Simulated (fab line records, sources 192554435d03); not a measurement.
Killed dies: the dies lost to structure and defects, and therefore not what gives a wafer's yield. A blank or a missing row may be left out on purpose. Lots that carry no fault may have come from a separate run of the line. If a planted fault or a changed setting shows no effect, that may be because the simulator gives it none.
2 desks looking at one fault :: flow n5_finfet :: numbers are kept per desk, each desk with only its own; the story behind them comes last

## THE METROLOGY DESK
Lot by lot, what the gauges showed, no matter which tool ran the lot: averages of those sampled wafers that carry a number. Any lot whose mean is over 4 standard deviations away from the usual mean is out of limits and marked OUT; that distance is given in the brackets.
Columns: A = MIM_BOT_OVL at N5_MIM_BOT_LITHO_OVL_MEAS_11, usual -1 nm
lot: L293
first seen here: day 11 22:26
A: 1

lot: L295
first seen here: day 12 10:08
A: -5

lot: L294
first seen here: day 12 15:32
A: 3

lot: L298
first seen here: day 12 21:42
A: -8

lot: L299
first seen here: day 13 10:28
A: -7

lot: L300
first seen here: day 13 13:21
A: -7

lot: L303
first seen here: day 14 05:13
A: -2

lot: L310
first seen here: day 16 09:37
A: -10

lot: L312
first seen here: day 16 22:52
A: -6

lot: L315
first seen here: day 17 06:55
A: 1

lot: L316
first seen here: day 17 19:52
A: 3
Result from this desk: across the 11 lots, nothing is out of limits.

## TOOL OWNER'S DESK, pvd_sputter-02
The tool's own readings at N5_BEOL_M7_SPUTTER_48 (material Cu, target thk 10 nm, time 1.667 s): means of the sampled wafers that have a number, for each lot that ran on this tool. Any lot whose mean is over 4 standard deviations away from the usual mean is out of limits and marked OUT; that distance is given in the brackets.
Columns: A = cathode_dc_power_W at N5_BEOL_M7_SPUTTER_48, usual 26000 W; B = throttle_valve_pct at N5_BEOL_M7_SPUTTER_48, usual 30.0 %
lot: L294
first seen here: day 9 14:34
A: 25997
B: 29.3

lot: L295
first seen here: day 9 15:55
A: 25997
B: 30.3

lot: L310
first seen here: day 13 11:09
A: 25997
B: 29.8

lot: L312
first seen here: day 13 23:19
A: 25998
B: 29.4
Result from this desk: across the 4 lots, nothing is out of limits.

## PUT TOGETHER
Metrology desk: nothing out of limits seen.
Nothing out of limits was seen by the tool owner's desk.

## WHAT THE SIMULATOR HAD INSERTED
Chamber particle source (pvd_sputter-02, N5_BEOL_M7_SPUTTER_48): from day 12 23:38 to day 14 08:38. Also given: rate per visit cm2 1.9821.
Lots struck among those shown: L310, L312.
